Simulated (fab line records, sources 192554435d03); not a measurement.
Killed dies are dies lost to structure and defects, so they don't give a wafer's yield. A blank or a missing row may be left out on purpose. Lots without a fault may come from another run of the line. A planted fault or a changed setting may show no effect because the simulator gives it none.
Split-lot experiment | flow n5_finfet | 7 lots, 21 wafers read, on a route of 1938 steps

THE SPLIT
At N5_FIN_SAQP_PECVD_48 (deposits SiNx from SiH4/NH3/N2, target thk 25 nm, time 22.1 s), the setting time_s was moved away from the recipe's 22.1 s on 6 of the 21 wafers read, by -9.7% to +8.6%. The other wafers ran this setting at the recipe's value.

FROM THE SPLIT TO THE READING: what the file shows between them, 9 steps
- N5_FIN_SAQP_COAT_10: resist thk 90 nm (also split here: spin_rpm)
- N5_FIN_SAQP_EBR_12
- N5_FIN_SAQP_SOFTBAKE_11: time 60 s
- N5_FIN_SAQP_HM_OPEN_73: chemistry CHF3/O2, target SiO2, stops on a-Si, target depth 12 nm, time 16.8 s
- N5_FIN_SAQP_STRIP_74: strips in CHF3/O2
- N5_FIN_SAQP_MANDREL_ETCH_22: etches a-Si in HBr/Cl2, stops on SiNx, target depth 60 nm, bt time 10 s, time 30 s
- N5_FIN_SAQP_STRIP_55: strips in N2/H2
- N5_FIN_SAQP_STRIP_23: strips in SPM, time 750 s
- N5_FIN_SAQP_MANDREL1_REMOVE_56: chemistry HBr/Cl2/O2, target a-Si, stops on SiNx, bt time 10 s

THE READING
etch.depth_nm (the simulator's own value, which no gauge read), in nm, at N5_FIN_SAQP_ETCH_57 (etches SiNx in CH3F/O2, target depth 32.5 nm, time 46.4 s). The file gives no usual value for it. The 15 wafers here that ran the recipe average 25.01 nm, standard deviation 0.32 nm.

wafer  | tool, chamber at the split | time_s as run, s | against the recipe | etch.depth_nm, nm | against lot-mates on the recipe
L074.3 | pecvd-01, 1                | 22.1             | recipe             | 25.16             | -
L074.4 | pecvd-01, 0                | 24.01            | +8.6%              | 27.57             | +2.46
L074.6 | pecvd-01, 1                | 22.1             | recipe             | 25.06             | -
L075.1 | pecvd-01, 1                | 22.1             | recipe             | 24.62             | -
L075.3 | pecvd-01, 1                | 22.1             | recipe             | 24.9              | -
L075.4 | pecvd-01, 0                | 22.1             | recipe             | 25.14             | -
L079.1 | pecvd-02, 1                | 19.98            | -9.6%              | 22.19             | -2.04
L079.3 | pecvd-02, 0                | 19.98            | -9.6%              | 21.75             | -2.48
L079.6 | pecvd-02, 0                | 22.1             | recipe             | 24.23             | -
L083.2 | pecvd-04, 1                | 22.1             | recipe             | 24.99             | -
L083.4 | pecvd-04, 0                | 22.1             | recipe             | 24.85             | -
L083.6 | pecvd-04, 1                | 22.1             | recipe             | 25.14             | -
L087.1 | pecvd-04, 0                | 22.1             | recipe             | 24.85             | -
L087.4 | pecvd-04, 2                | 19.96            | -9.7%              | 22.35             | -2.50
L087.6 | pecvd-04, 1                | 19.96            | -9.7%              | 22.53             | -2.32
L090.3 | pecvd-01, 1                | 22.1             | recipe             | 25.04             | -
L090.4 | pecvd-01, 1                | 22.1             | recipe             | 25.5              | -
L090.5 | pecvd-01, 0                | 22.1             | recipe             | 25.48             | -
L091.2 | pecvd-02, 1                | 20.74            | -6.2%              | 23.59             | -1.53
L091.5 | pecvd-02, 1                | 22.1             | recipe             | 25.41             | -
L091.6 | pecvd-02, 0                | 22.1             | recipe             | 24.82             | -

THE FIT
A straight line over all 21 wafers: etch.depth_nm changes by +0.288 nm for each +1% of time_s; r = +0.97; the points scatter about the line by 0.33 nm.
The same after taking each lot's own level away (the mean of its wafers on the recipe; 21 wafers): +0.252 nm for each +1%; r = +0.99; scatter 0.19 nm.
On that fit, the largest move of time_s shifts the reading by 2.4 nm.
The lots' own levels span 24.230 to 25.340 nm, that is 3.5 times the standard deviation above.
So the lot-to-lot level changes the slope: the two fits differ.
Check: with one of the wafers moved furthest among these (-9.7%) left out of the fit, the line predicts -2.38 nm for it against its lot-mates. It came out at -2.5 nm against them.

OTHER SPLITS ON THESE WAFERS
These wafers also went through other splits before the reading. Each is held against what the fit with the lots' levels taken away leaves over:
other split on the same wafers          | wafers away from the commonest value | r with etch.depth_nm (lot level and that fit taken away)
N5_ZERO_LAYER_EXPOSE_08 dose_mj         | 4                                    | -0.30
N5_ZERO_LAYER_DEVELOP_10 develop_time_s | 6                                    | +0.19
N5_ZERO_LAYER_ETCH_18 icp_w             | 6                                    | -0.20
N5_WELL_APT_PEB_06 peb_time_s           | 6                                    | +0.04
N5_FIN_SAQP_COAT_10 spin_rpm            | 6                                    | -0.26

THE WHOLE CHAIN: every reading that the file lists as answering this split, in the file's order
step                        | what it does                                                                       | reading                                                                           | change (the file's fit)               | r (the file's)
N5_FIN_SAQP_PECVD_48        | deposits SiNx from SiH4/NH3/N2, target thk 25 nm, time 22.1 s                      | SiNx_of_FIN_SAQP_PECVD_48.thk_nm (the simulator's own value, which no gauge read) | +0.255 nm for each +1% of the setting | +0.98
N5_FIN_SAQP_MANDREL_ETCH_22 | etches a-Si in HBr/Cl2, stops on SiNx, target depth 60 nm, bt time 10 s, time 30 s | SiNx_of_FIN_SAQP_PECVD_48.thk_nm (the simulator's own value, which no gauge read) | +0.253 nm for each +1% of the setting | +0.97
N5_FIN_SAQP_ETCH_57         | etches SiNx in CH3F/O2, target depth 32.5 nm, time 46.4 s                          | etch_rf_on_time_s                                                                 | withheld for each +1% of the setting  | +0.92
N5_FIN_SAQP_ETCH_57         | etches SiNx in CH3F/O2, target depth 32.5 nm, time 46.4 s                          | etch.depth_nm (the simulator's own value, which no gauge read)                    | +0.253 nm for each +1% of the setting | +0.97

THE FILE'S OWN FIT
etch.depth_nm changes by +0.253 nm for each +1% of time_s, r = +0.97.
